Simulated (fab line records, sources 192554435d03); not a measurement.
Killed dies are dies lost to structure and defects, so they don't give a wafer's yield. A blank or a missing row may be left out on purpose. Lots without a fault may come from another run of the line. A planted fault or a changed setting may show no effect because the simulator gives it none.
A struck lot beside a sound one | flow n5_finfet | 18 steps out of a route of 1938
Sound: wafers L882.2, L882.3, L882.5. Struck: wafers L897.2, L897.4. The cause comes at the end.
At each step with rows: each side's tool, then ch and its chambers, then its first start. Under that, the readings that differ: sound wafers | struck wafers | difference of the means | sigmas: that difference in standard deviations of wafers without a fault.
alike: readings whose means differ by less than 2 such deviations, and words and numbers that are the same on both sides. not compared: withheld readings, readings that some wafer has no value for, bounds like >300 that may hide the same value, and numbers for which the record gives no deviation and whose values overlap.
The two part at a step that has a row with sigmas, a row that says differs or no value, or rows on one side only. Numbers that don't overlap but have no deviation are shown without sigmas and don't part them. A reading that every wafer of one side lacks parts them only if that side has two wafers or more.

first, 6 steps without rows for these wafers: N5_BEOL_M8_COAT_22 (resist thk 30 nm); N5_BEOL_M8_EBR_24; N5_BEOL_M8_SOFTBAKE_23 (time 60 s); N5_BEOL_M8_EXPOSE_25 (exposes mask V7, target cd 40 nm); N5_BEOL_M8_PEB_26 (peb time 60 s); N5_BEOL_M8_DEVELOP_27 (develop time 30 s).
N5_BEOL_M8_CD_MEAS_28: target cd 40 nm.
  sound on cd_sem-01 ch 0, day 9 22:29; struck on cd_sem-02 ch 0, day 13 21:49
  alike: cd_nm
N5_BEOL_M8_OVL_MEAS_29:
  sound on overlay-01 ch 0, day 9 22:32; struck on overlay-02 ch 0, day 13 21:50
  alike: V7_OVL
N5_BEOL_M8_INSPECT_30: inspects for defects (brightfield).
  sound on defect_inspect-01, day 9 22:35; struck on defect_inspect-02, day 13 21:53
  alike: raw_defect_count
N5_BEOL_M8_DESCUM_33: chemistry O2, time 7 s.
  sound on rie_diel-04 ch 0,1,3, day 9 22:37; struck on rie_diel-04 ch 0,3, day 13 21:58
  alike: drypump_motor_current_A, o2_flow_sccm, oes_product_au, rf_vpp_V, showerhead_plenum_p_Torr, temp_c, throttle_valve_pct
  not compared: rf_hours_counter_h
N5_BEOL_M8_ETCH_72: etches underlayer in N2/H2, target depth 6.5 nm, time 5.2 s.
  sound on rie_diel-04 ch 0,1,3, day 9 22:39; struck on rie_diel-04 ch 0,3, day 13 21:59
  alike: drypump_motor_current_A, etch_rf_on_time_s, oes_product_au, rf_vpp_V, showerhead_plenum_p_Torr, throttle_valve_pct
  not compared: rf_hours_counter_h
N5_BEOL_M8_ETCH_65: etches SiARC in CF4, target depth 15.6 nm, time 26 s.
  sound on rie_diel-04 ch 0,1,3, day 9 22:40; struck on rie_diel-04 ch 0,3, day 13 22:01
  alike: drypump_motor_current_A, etch_rf_on_time_s, oes_product_au, rf_vpp_V, showerhead_plenum_p_Torr, throttle_valve_pct
  not compared: rf_hours_counter_h
N5_BEOL_M8_ETCH_66: etches SOC in N2/H2, target depth 80 nm, overetch 16 nm, time 120 s.
  sound on rie_diel-04 ch 0,1,3, day 9 22:41; struck on rie_diel-04 ch 0,3, day 13 22:02
  reading                                    | sound        | struck  | difference | sigmas
  model.SiARC_of_BEOL_M8_COAT_64.thk_nm (nm) | 6.2 6.4 6.6  | 2.6 2.2 | -4.0       |
  model.BEOL_M8.cd_nm (nm)                   | 39.8 40 39.8 | 41.6 42 | +1.9       |
  alike: drypump_motor_current_A, oes_product_au, rf_vpp_V, showerhead_plenum_p_Torr, temp_c, throttle_valve_pct
  not compared: rf_hours_counter_h
then, 2 steps without rows for these wafers: N5_BEOL_M8_STRIP_69 (strips in N2/H2); N5_BEOL_M8_STRIP_73 (strips in N2/H2).
N5_BEOL_M8_VIA_ETCH_34: etches SiCOH lowk in C4F6/O2, target depth 125.5 nm, time 50.5 s.
  sound on rie_diel-04 ch 0,1,3, day 9 22:47; struck on rie_diel-04 ch 0,3, day 13 22:08
  reading                  | sound        | struck  | difference | sigmas
  model.BEOL_M8.cd_nm (nm) | 39.8 40 39.8 | 41.6 42 | +1.9       |
  alike: drypump_motor_current_A, oes_product_au, rf_vpp_V, showerhead_plenum_p_Torr, throttle_valve_pct
  not compared: rf_hours_counter_h
then, 1 step without rows for these wafers: N5_BEOL_M8_STRIP_76 (strips in C4F6/O2).
-- the record jumps here: 3 days lie between the struck wafers' starts before and after (it left off in module BEOL_M8 and takes up again in module PASSIVATION, whose first step shown is number 1936 of the route) --
N5_PASSIVATION_PROBE_49:
  sound on prober-02, day 12 20:32; struck on prober-01, day 16 22:05
  alike: defect_limited_yield, killed_at_M0_to_M3, killed_at_M4_up, killed_at_contacts, killed_at_front_end, killed_at_other, killed_dies, killed_open, killed_short, sort_bin_5_function, sort_bin_6_memory, sort_n_pass, sort_yield_pct

WHERE THEY PART
Nowhere in this record.

WHY: what the simulator had put in
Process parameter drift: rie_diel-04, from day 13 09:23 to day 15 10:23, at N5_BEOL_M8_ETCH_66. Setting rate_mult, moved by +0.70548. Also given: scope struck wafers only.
